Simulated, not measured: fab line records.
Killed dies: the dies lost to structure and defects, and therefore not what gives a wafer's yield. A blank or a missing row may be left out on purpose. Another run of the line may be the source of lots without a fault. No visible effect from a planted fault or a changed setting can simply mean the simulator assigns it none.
Which tool did it? :: flow nandHarc :: 72 wafers from 24 lots sampled at 5 of the route's 1302 steps

## WHAT THE GAUGES READ, wafer by wafer
NHARC_P_ZERO_WELL_CD_MEAS_11 targets a cd of 500 nm. Usual: cdNm reads 500.4 nm (standard deviation 1.6).
lot: L074
measured: day 1 21:26
on: cdSem-01
cdNm (nm): 502.6 500.9 503.2
flag: 

lot: L075
measured: day 2 07:07
on: cdSem-02
cdNm (nm): 499.6 498.4 498.8
flag: 

lot: L076
measured: day 2 17:15
on: cdSem-03
cdNm (nm): 499.5 498.3 500.4
flag: 

lot: L077
measured: day 3 03:08
on: cdSem-02
cdNm (nm): 503.2 502.5 501.1
flag: 

lot: L078
measured: day 3 13:07
on: cdSem-03
cdNm (nm): 501.4 499.8 500.7
flag: 

lot: L079
measured: day 3 23:07
on: cdSem-01
cdNm (nm): 501.9 501.1 498.6
flag: 

lot: L080
measured: day 4 09:07
on: cdSem-02
cdNm (nm): 499.8 500.3 501.7
flag: 

lot: L081
measured: day 4 19:07
on: cdSem-02
cdNm (nm): 498.5 499.5 497.7
flag: 

lot: L082
measured: day 5 05:19
on: cdSem-02
cdNm (nm): 499.6 498.4 501.3
flag: 

lot: L083
measured: day 5 15:15
on: cdSem-01
cdNm (nm): 500.1 499.4 500.5
flag: 

lot: L084
measured: day 6 01:15
on: cdSem-01
cdNm (nm): 500.6 496.4 500.1
flag: 

lot: L085
measured: day 6 11:07
on: cdSem-02
cdNm (nm): 498.6 499.4 502.5
flag: 

lot: L086
measured: day 6 21:07
on: cdSem-03
cdNm (nm): 501.6 499.9 499.7
flag: 

lot: L087
measured: day 7 07:14
on: cdSem-01
cdNm (nm): 499.0 502.8 500.7
flag: 

lot: L088
measured: day 7 17:07
on: cdSem-03
cdNm (nm): 498.7 498.9 498.6
flag: 

lot: L089
measured: day 8 03:14
on: cdSem-03
cdNm (nm): 502.9 500.1 500.8
flag: 

lot: L090
measured: day 8 13:08
on: cdSem-03
cdNm (nm): 501.2 501.5 500.2
flag: 

lot: L091
measured: day 8 23:14
on: cdSem-03
cdNm (nm): 502.5 501.6 500.8
flag: 

lot: L092
measured: day 9 09:14
on: cdSem-03
cdNm (nm): 500.4 499.9 499.2
flag: 

lot: L093
measured: day 9 19:14
on: cdSem-03
cdNm (nm): 502.2 504.3 502.5
flag: 

lot: L094
measured: day 10 05:15
on: cdSem-03
cdNm (nm): 503.4 499.6 499.9
flag: 

lot: L095
measured: day 10 15:07
on: cdSem-01
cdNm (nm): 498.0 500.0 501.2
flag: 

lot: L096
measured: day 11 01:11
on: cdSem-01
cdNm (nm): 501.5 499.5 500.6
flag: 

lot: L097
measured: day 11 11:07
on: cdSem-02
cdNm (nm): 499.4 499.4 502.9
flag: 

NHARC_P_ZERO_WELL_CD_MEAS_37 targets a cd of 720 nm. Usual: cdNm reads 719.7 nm (standard deviation 1.9).
lot: L074
measured: day 2 00:27
on: cdSem-01
cdNm (nm): 719.8 722.6 720.3
flag: 

lot: L075
measured: day 2 09:59
on: cdSem-01
cdNm (nm): 717.9 720.1 722.5
flag: 

lot: L076
measured: day 2 20:09
on: cdSem-01
cdNm (nm): 717.7 721.5 719.0
flag: 

lot: L077
measured: day 3 05:59
on: cdSem-01
cdNm (nm): 719.4 719.9 721.4
flag: 

lot: L078
measured: day 3 16:08
on: cdSem-01
cdNm (nm): 719.2 719.3 721.1
flag: 

lot: L079
measured: day 4 01:50
on: cdSem-03
cdNm (nm): 716.3 718.4 717.3
flag: 

lot: L080
measured: day 4 12:00
on: cdSem-03
cdNm (nm): 718.0 716.6 718.2
flag: 

lot: L081
measured: day 4 22:18
on: cdSem-02
cdNm (nm): 721.3 720.4 721.6
flag: 

lot: L082
measured: day 5 08:20
on: cdSem-03
cdNm (nm): 721.2 722.1 722.0
flag: 

lot: L083
measured: day 5 18:06
on: cdSem-03
cdNm (nm): 721.7 721.4 720.7
flag: 

lot: L084
measured: day 6 04:21
on: cdSem-03
cdNm (nm): 721.1 720.5 721.5
flag: 

lot: L085
measured: day 6 14:07
on: cdSem-03
cdNm (nm): 721.6 720.8 719.1
flag: 

lot: L086
measured: day 7 00:02
on: cdSem-01
cdNm (nm): 720.8 719.6 720.7
flag: 

lot: L087
measured: day 7 10:26
on: cdSem-03
cdNm (nm): 722.9 722.2 721.4
flag: 

lot: L088
measured: day 7 20:05
on: cdSem-03
cdNm (nm): 714.4 717.9 716.3
flag: 

lot: L089
measured: day 8 06:13
on: cdSem-01
cdNm (nm): 720.7 722.1 721.9
flag: 

lot: L090
measured: day 8 16:32
on: cdSem-03
cdNm (nm): 723.1 720.9 721.5
flag: 

lot: L091
measured: day 9 02:05
on: cdSem-01
cdNm (nm): 720.1 718.5 719.9
flag: 

lot: L092
measured: day 9 11:59
on: cdSem-03
cdNm (nm): 719.3 719.4 721.3
flag: 

lot: L093
measured: day 9 22:05
on: cdSem-01
cdNm (nm): 719.3 718.8 717.5
flag: 

lot: L094
measured: day 10 12:10
on: cdSem-02
cdNm (nm): 721.1 717.9 721.0
flag: 

lot: L095
measured: day 10 17:59
on: cdSem-01
cdNm (nm): 715.9 715.8 717.4
flag: 

lot: L096
measured: day 11 04:09
on: cdSem-02
cdNm (nm): 718.6 722.2 718.3
flag: 

lot: L097
measured: day 11 15:06
on: cdSem-02
cdNm (nm): 718.5 719.1 720.3
flag: 

NHARC_P_STI_CD_MEAS_16. Usual: cdNm reads 200.3 nm (standard deviation 2.2).
lot: L074
measured: day 3 02:55
on: cdSem-03
cdNm (nm): 201.6 202.7 200.9
flag: 

lot: L075
measured: day 3 11:24
on: cdSem-02
cdNm (nm): 195.9 200.5 202.6
flag: 

lot: L076
measured: day 3 19:59
on: cdSem-03
cdNm (nm): 196.7 198.0 203.4
flag: 

lot: L077
measured: day 4 04:21
on: cdSem-02
cdNm (nm): 198.6 198.1 202.5
flag: 

lot: L078
measured: day 4 15:18
on: cdSem-02
cdNm (nm): 203.1 198.5 202.3
flag: 

lot: L079
measured: day 4 22:37
on: cdSem-03
cdNm (nm): 200.5 197.3 198.6
flag: 

lot: L080
measured: day 5 08:59
on: cdSem-02
cdNm (nm): 200.0 201.2 200.0
flag: 

lot: L081
measured: day 5 22:56
on: cdSem-02
cdNm (nm): 201.8 201.2 201.4
flag: 

lot: L082
measured: day 6 05:12
on: cdSem-03
cdNm (nm): 197.7 196.5 202.7
flag: 

lot: L083
measured: day 6 15:53
on: cdSem-01
cdNm (nm): 198.6 197.9 201.2
flag: 

lot: L084
measured: day 7 03:01
on: cdSem-01
cdNm (nm): 196.4 199.8 200.4
flag: 

lot: L085
measured: day 7 15:34
on: cdSem-03
cdNm (nm): 206.0 203.1 203.1
flag: 

lot: L086
measured: day 7 20:53
on: cdSem-01
cdNm (nm): 201.7 199.3 201.0
flag: 

lot: L087
measured: day 8 05:50
on: cdSem-03
cdNm (nm): 198.1 200.4 194.3
flag: 

lot: L088
measured: day 8 15:21
on: cdSem-03
cdNm (nm): 202.9 199.7 197.7
flag: 

lot: L089
measured: day 9 00:51
on: cdSem-03
cdNm (nm): 199.5 201.5 198.5
flag: 

lot: L090
measured: day 9 12:54
on: cdSem-01
cdNm (nm): 202.7 199.4 201.1
flag: 

lot: L091
measured: day 10 00:17
on: cdSem-02
cdNm (nm): 204.5 202.3 202.4
flag: 

lot: L092
measured: day 10 07:58
on: cdSem-01
cdNm (nm): 200.6 199.3 198.6
flag: 

lot: L093
measured: day 10 21:20
on: cdSem-03
cdNm (nm): 200.0 199.1 198.9
flag: 

lot: L094
measured: day 11 08:05
on: cdSem-03
cdNm (nm): 203.4 199.6 201.5
flag: 

lot: L095
measured: day 11 14:20
on: cdSem-02
cdNm (nm): 201.0 203.3 204.1
flag: 

lot: L096
measured: day 12 00:42
on: cdSem-03
cdNm (nm): 197.7 200.5 198.1
flag: 

lot: L097
measured: day 12 09:40
on: cdSem-03
cdNm (nm): 200.5 199.2 201.3
flag: 

## TOOL THAT RAN EACH LOT (tool first, then ch and the chambers of the sampled wafers, then the start)
lot: L074
NHARC_P_ZERO_WELL_RTA_42: rtpAnneal-01 ch 0, day 2 03:22
NHARC_P_STI_DESCUM_14: rieDiel-09 ch 0,1, day 3 02:29

lot: L075
NHARC_P_ZERO_WELL_RTA_42: rtpAnneal-02 ch 0, day 2 12:41
NHARC_P_STI_DESCUM_14: rieDiel-04 ch 0,1,3, day 3 10:59

lot: L076
NHARC_P_ZERO_WELL_RTA_42: rtpAnneal-02 ch 0, day 2 22:52
NHARC_P_STI_DESCUM_14: rieDiel-08 ch 1,2,3, day 3 19:32

lot: L077
NHARC_P_ZERO_WELL_RTA_42: rtpAnneal-01 ch 0, day 3 09:14
NHARC_P_STI_DESCUM_14: rieDiel-04 ch 2,3, day 4 03:55

lot: L078
NHARC_P_ZERO_WELL_RTA_42: rtpAnneal-02 ch 0, day 3 18:59
NHARC_P_STI_DESCUM_14: rieDiel-04 ch 0,1, day 4 14:50

lot: L079
NHARC_P_ZERO_WELL_RTA_42: rtpAnneal-01 ch 0, day 4 04:47
NHARC_P_STI_DESCUM_14: rieDiel-04 ch 1,2, day 4 22:11

lot: L080
NHARC_P_ZERO_WELL_RTA_42: rtpAnneal-01 ch 0, day 4 15:11
NHARC_P_STI_DESCUM_14: rieDiel-09 ch 0,1,2, day 5 08:33

lot: L081
NHARC_P_ZERO_WELL_RTA_42: rtpAnneal-01 ch 0, day 5 01:10
NHARC_P_STI_DESCUM_14: rieDiel-04 ch 0,1,2, day 5 22:30

lot: L082
NHARC_P_ZERO_WELL_RTA_42: rtpAnneal-01 ch 0, day 5 12:56
NHARC_P_STI_DESCUM_14: rieDiel-09 ch 0,2,3, day 6 04:46

lot: L083
NHARC_P_ZERO_WELL_RTA_42: rtpAnneal-01 ch 0, day 5 21:10
NHARC_P_STI_DESCUM_14: rieDiel-04 ch 0,2, day 6 15:27

lot: L084
NHARC_P_ZERO_WELL_RTA_42: rtpAnneal-01 ch 0, day 6 07:22
NHARC_P_STI_DESCUM_14: rieDiel-08 ch 0,3, day 7 02:34

lot: L085
NHARC_P_ZERO_WELL_RTA_42: rtpAnneal-01 ch 0, day 6 17:03
NHARC_P_STI_DESCUM_14: rieDiel-09 ch 1,2,3, day 7 15:05

lot: L086
NHARC_P_ZERO_WELL_RTA_42: rtpAnneal-01 ch 0, day 7 02:48
NHARC_P_STI_DESCUM_14: rieDiel-04 ch 0,1,3, day 7 20:28

lot: L087
NHARC_P_ZERO_WELL_RTA_42: rtpAnneal-01 ch 0, day 7 13:19
NHARC_P_STI_DESCUM_14: rieDiel-04 ch 1,2,3, day 8 05:21

lot: L088
NHARC_P_ZERO_WELL_RTA_42: rtpAnneal-01 ch 0, day 7 22:58
NHARC_P_STI_DESCUM_14: rieDiel-08 ch 0,1,3, day 8 14:56

lot: L089
NHARC_P_ZERO_WELL_RTA_42: rtpAnneal-01 ch 0, day 8 09:07
NHARC_P_STI_DESCUM_14: rieDiel-04 ch 0,1,2, day 9 00:25

lot: L090
NHARC_P_ZERO_WELL_RTA_42: rtpAnneal-02 ch 0, day 8 19:32
NHARC_P_STI_DESCUM_14: rieDiel-08 ch 1,2,3, day 9 12:28

lot: L091
NHARC_P_ZERO_WELL_RTA_42: rtpAnneal-01 ch 0, day 9 04:59
NHARC_P_STI_DESCUM_14: rieDiel-04 ch 0,3, day 9 23:51

lot: L092
NHARC_P_ZERO_WELL_RTA_42: rtpAnneal-01 ch 0, day 9 14:38
NHARC_P_STI_DESCUM_14: rieDiel-09 ch 1,3, day 10 07:32

lot: L093
NHARC_P_ZERO_WELL_RTA_42: rtpAnneal-02 ch 0, day 10 00:44
NHARC_P_STI_DESCUM_14: rieDiel-04 ch 1,2,3, day 10 20:55

lot: L094
NHARC_P_ZERO_WELL_RTA_42: rtpAnneal-01 ch 0, day 10 15:01
NHARC_P_STI_DESCUM_14: rieDiel-09 ch 1,2,3, day 11 07:40

lot: L095
NHARC_P_ZERO_WELL_RTA_42: rtpAnneal-01 ch 0, day 10 21:01
NHARC_P_STI_DESCUM_14: rieDiel-09 ch 0,2, day 11 13:53

lot: L096
NHARC_P_ZERO_WELL_RTA_42: rtpAnneal-01 ch 0, day 11 07:02
NHARC_P_STI_DESCUM_14: rieDiel-08 ch 0,2, day 12 00:16

lot: L097
NHARC_P_ZERO_WELL_RTA_42: rtpAnneal-02 ch 0, day 11 18:01
NHARC_P_STI_DESCUM_14: rieDiel-09 ch 1,2,3, day 12 09:13
- NHARC_P_ZERO_WELL_RTA_42: time 300 s.
- NHARC_P_STI_DESCUM_14: chemistry O2, time 3 s.

## WHAT THE TOOLS THEMSELVES READ (means of the sampled wafers that have a number; where no wafer has one, the mark that the record gives instead)
NHARC_P_ZERO_WELL_RTA_42. Usual: annealTempCMax 1105.3, standard deviation 1.1; lampPowerPct 35.0 %, standard deviation 1.2; wafer_temp_C_max 1105.5, standard deviation 1.2.
lot: L074
tool: rtpAnneal-01
annealTempCMax: 1105.5
lampPowerPct (%): 35.6
wafer_temp_C_max: 1105.4
flag: 

lot: L075
tool: rtpAnneal-02
annealTempCMax: 1104.2
lampPowerPct (%): 33.0
wafer_temp_C_max: 1107.6
flag: 

lot: L076
tool: rtpAnneal-02
annealTempCMax: 1103.8
lampPowerPct (%): 33.0
wafer_temp_C_max: 1107.8
flag: 

lot: L077
tool: rtpAnneal-01
annealTempCMax: 1104.7
lampPowerPct (%): 35.6
wafer_temp_C_max: 1104.9
flag: 

lot: L078
tool: rtpAnneal-02
annealTempCMax: 1104.5
lampPowerPct (%): 32.9
wafer_temp_C_max: 1106.6
flag: 

lot: L079
tool: rtpAnneal-01
annealTempCMax: 1105.2
lampPowerPct (%): 35.5
wafer_temp_C_max: 1104.2
flag: 

lot: L080
tool: rtpAnneal-01
annealTempCMax: 1105.6
lampPowerPct (%): 35.7
wafer_temp_C_max: 1106.3
flag: 

lot: L081
tool: rtpAnneal-01
annealTempCMax: 1105.9
lampPowerPct (%): 35.6
wafer_temp_C_max: 1104.8
flag: 

lot: L082
tool: rtpAnneal-01
annealTempCMax: 1105.5
lampPowerPct (%): 35.7
wafer_temp_C_max: 1105.8
flag: 

lot: L083
tool: rtpAnneal-01
annealTempCMax: 1105.5
lampPowerPct (%): 35.6
wafer_temp_C_max: 1105.5
flag: 

lot: L084
tool: rtpAnneal-01
annealTempCMax: 1105.3
lampPowerPct (%): 35.7
wafer_temp_C_max: 1105.3
flag: 

lot: L085
tool: rtpAnneal-01
annealTempCMax: 1104.7
lampPowerPct (%): 35.7
wafer_temp_C_max: 1105.4
flag: 

lot: L086
tool: rtpAnneal-01
annealTempCMax: 1105.9
lampPowerPct (%): 35.7
wafer_temp_C_max: 1104.1
flag: 

lot: L087
tool: rtpAnneal-01
annealTempCMax: 1105.6
lampPowerPct (%): 35.6
wafer_temp_C_max: 1105.5
flag: 

lot: L088
tool: rtpAnneal-01
annealTempCMax: 1106.6
lampPowerPct (%): 35.7
wafer_temp_C_max: 1104.9
flag: 

lot: L089
tool: rtpAnneal-01
annealTempCMax: 1105.6
lampPowerPct (%): 35.7
wafer_temp_C_max: 1104.2
flag: 

lot: L090
tool: rtpAnneal-02
annealTempCMax: 1104.6
lampPowerPct (%): 32.9
wafer_temp_C_max: 1105.9
flag: 

lot: L091
tool: rtpAnneal-01
annealTempCMax: 1105.4
lampPowerPct (%): 35.7
wafer_temp_C_max: 1106.0
flag: 

lot: L092
tool: rtpAnneal-01
annealTempCMax: 1106.3
lampPowerPct (%): 35.6
wafer_temp_C_max: 1104.3
flag: 

lot: L093
tool: rtpAnneal-02
annealTempCMax: 1105.0
lampPowerPct (%): 32.9
wafer_temp_C_max: 1106.7
flag: 

lot: L094
tool: rtpAnneal-01
annealTempCMax: 1106.6
lampPowerPct (%): 35.6
wafer_temp_C_max: 1103.9
flag: 

lot: L095
tool: rtpAnneal-01
annealTempCMax: 1105.6
lampPowerPct (%): 35.6
wafer_temp_C_max: 1105.8
flag: 

lot: L096
tool: rtpAnneal-01
annealTempCMax: 1105.0
lampPowerPct (%): 35.6
wafer_temp_C_max: 1104.9
flag: 

lot: L097
tool: rtpAnneal-02
annealTempCMax: 1104.3
lampPowerPct (%): 32.9
wafer_temp_C_max: 1107.2
flag: 

NHARC_P_STI_DESCUM_14. Usual: drypumpMotorCurrentA 5.7 A, standard deviation 0.36; oesProductAu 1.004 a.u., standard deviation 0.014; rfVppV 58.0 V, standard deviation 0.93; showerheadPlenumPTorr 1.93 Torr, standard deviation 0.098; throttleValvePct 11.311 %, standard deviation 0.0091.
lot: L074
tool: rieDiel-09
drypumpMotorCurrentA (A): 5.6
oesProductAu (a.u.): 1.002
rfVppV (V): 58.2
showerheadPlenumPTorr (Torr): 1.97
throttleValvePct (%): 11.312
flag: 

lot: L075
tool: rieDiel-04
drypumpMotorCurrentA (A): 5.4
oesProductAu (a.u.): 0.994
rfVppV (V): 57.1
showerheadPlenumPTorr (Torr): 1.87
throttleValvePct (%): 11.308
flag: 

lot: L076
tool: rieDiel-08
drypumpMotorCurrentA (A): 5.8
oesProductAu (a.u.): 0.990
rfVppV (V): 57.5
showerheadPlenumPTorr (Torr): 1.98
throttleValvePct (%): 11.313
flag: 

lot: L077
tool: rieDiel-04
drypumpMotorCurrentA (A): 6.0
oesProductAu (a.u.): 1.019
rfVppV (V): 58.0
showerheadPlenumPTorr (Torr): 1.96
throttleValvePct (%): 11.314
flag: 

lot: L078
tool: rieDiel-04
drypumpMotorCurrentA (A): 5.3
oesProductAu (a.u.): 0.994
rfVppV (V): 57.2
showerheadPlenumPTorr (Torr): 1.91
throttleValvePct (%): 11.322
flag: 

lot: L079
tool: rieDiel-04
drypumpMotorCurrentA (A): 5.6
oesProductAu (a.u.): 1.006
rfVppV (V): 57.7
showerheadPlenumPTorr (Torr): 1.96
throttleValvePct (%): 11.322
flag: 

lot: L080
tool: rieDiel-09
drypumpMotorCurrentA (A): 5.5
oesProductAu (a.u.): 0.993
rfVppV (V): 58.2
showerheadPlenumPTorr (Torr): 1.95
throttleValvePct (%): 11.311
flag: 

lot: L081
tool: rieDiel-04
drypumpMotorCurrentA (A): 5.7
oesProductAu (a.u.): 1.003
rfVppV (V): 58.7
showerheadPlenumPTorr (Torr): 1.96
throttleValvePct (%): 11.309
flag: 

lot: L082
tool: rieDiel-09
drypumpMotorCurrentA (A): 5.5
oesProductAu (a.u.): 1.011
rfVppV (V): 58.7
showerheadPlenumPTorr (Torr): 2.02
throttleValvePct (%): 11.314
flag: 

lot: L083
tool: rieDiel-04
drypumpMotorCurrentA (A): 5.7
oesProductAu (a.u.): 0.993
rfVppV (V): 57.7
showerheadPlenumPTorr (Torr): 1.96
throttleValvePct (%): 11.315
flag: 

lot: L084
tool: rieDiel-08
drypumpMotorCurrentA (A): 5.8
oesProductAu (a.u.): 1.007
rfVppV (V): 58.4
showerheadPlenumPTorr (Torr): 1.96
throttleValvePct (%): 11.304
flag: 

lot: L085
tool: rieDiel-09
drypumpMotorCurrentA (A): 5.7
oesProductAu (a.u.): 1.008
rfVppV (V): 58.4
showerheadPlenumPTorr (Torr): 1.93
throttleValvePct (%): 11.306
flag: 

lot: L086
tool: rieDiel-04
drypumpMotorCurrentA (A): 5.4
oesProductAu (a.u.): 0.996
rfVppV (V): 57.0
showerheadPlenumPTorr (Torr): 1.87
throttleValvePct (%): 11.302
flag: 

lot: L087
tool: rieDiel-04
drypumpMotorCurrentA (A): 5.7
oesProductAu (a.u.): 1.018
rfVppV (V): 57.8
showerheadPlenumPTorr (Torr): 1.91
throttleValvePct (%): 11.310
flag: 

lot: L088
tool: rieDiel-08
drypumpMotorCurrentA (A): 5.7
oesProductAu (a.u.): 0.993
rfVppV (V): 58.1
showerheadPlenumPTorr (Torr): 1.95
throttleValvePct (%): 11.311
flag: 

lot: L089
tool: rieDiel-04
drypumpMotorCurrentA (A): 5.7
oesProductAu (a.u.): 1.010
rfVppV (V): 57.6
showerheadPlenumPTorr (Torr): 1.95
throttleValvePct (%): 11.315
flag: 

lot: L090
tool: rieDiel-08
drypumpMotorCurrentA (A): 5.8
oesProductAu (a.u.): 0.986
rfVppV (V): 57.7
showerheadPlenumPTorr (Torr): 1.97
throttleValvePct (%): 11.312
flag: 

lot: L091
tool: rieDiel-04
drypumpMotorCurrentA (A): 5.5
oesProductAu (a.u.): 1.000
rfVppV (V): 57.9
showerheadPlenumPTorr (Torr): 1.82
throttleValvePct (%): 11.307
flag: 

lot: L092
tool: rieDiel-09
drypumpMotorCurrentA (A): 6.0
oesProductAu (a.u.): 1.011
rfVppV (V): 57.9
showerheadPlenumPTorr (Torr): 1.85
throttleValvePct (%): 11.315
flag: 

lot: L093
tool: rieDiel-04
drypumpMotorCurrentA (A): 5.6
oesProductAu (a.u.): 1.013
rfVppV (V): 57.9
showerheadPlenumPTorr (Torr): 1.91
throttleValvePct (%): 11.315
flag: 

lot: L094
tool: rieDiel-09
drypumpMotorCurrentA (A): 5.7
oesProductAu (a.u.): 1.010
rfVppV (V): 56.8
showerheadPlenumPTorr (Torr): 1.93
throttleValvePct (%): 11.320
flag: 

lot: L095
tool: rieDiel-09
drypumpMotorCurrentA (A): 5.3
oesProductAu (a.u.): 1.008
rfVppV (V): 58.3
showerheadPlenumPTorr (Torr): 2.03
throttleValvePct (%): 11.318
flag: 

lot: L096
tool: rieDiel-08
drypumpMotorCurrentA (A): 5.8
oesProductAu (a.u.): 1.001
rfVppV (V): 58.3
showerheadPlenumPTorr (Torr): 2.03
throttleValvePct (%): 11.313
flag: 

lot: L097
tool: rieDiel-09
drypumpMotorCurrentA (A): 5.7
oesProductAu (a.u.): 1.010
rfVppV (V): 57.8
showerheadPlenumPTorr (Torr): 1.93
throttleValvePct (%): 11.316
flag: 

## THE ANSWER, worked out from the rows above alone
Rule: lot off if the mean of its wafers having a number is beyond 3 standard deviations from the usual mean. Also off: a lot with no number at a reading for which 4 or more lots have one. The other lots that the step has rows for count as sound. The gauges are gone through in route order, then the tools' own readings, and for those a lot's mean is taken as printed above. At the first step where some lot is off, the reading lying furthest off is the one used; lots without a number count as furthest.
Across all readings shown, no lot is off: no conclusion can be drawn from this.

## WHAT HAD BEEN PUT IN BY THE SIMULATOR
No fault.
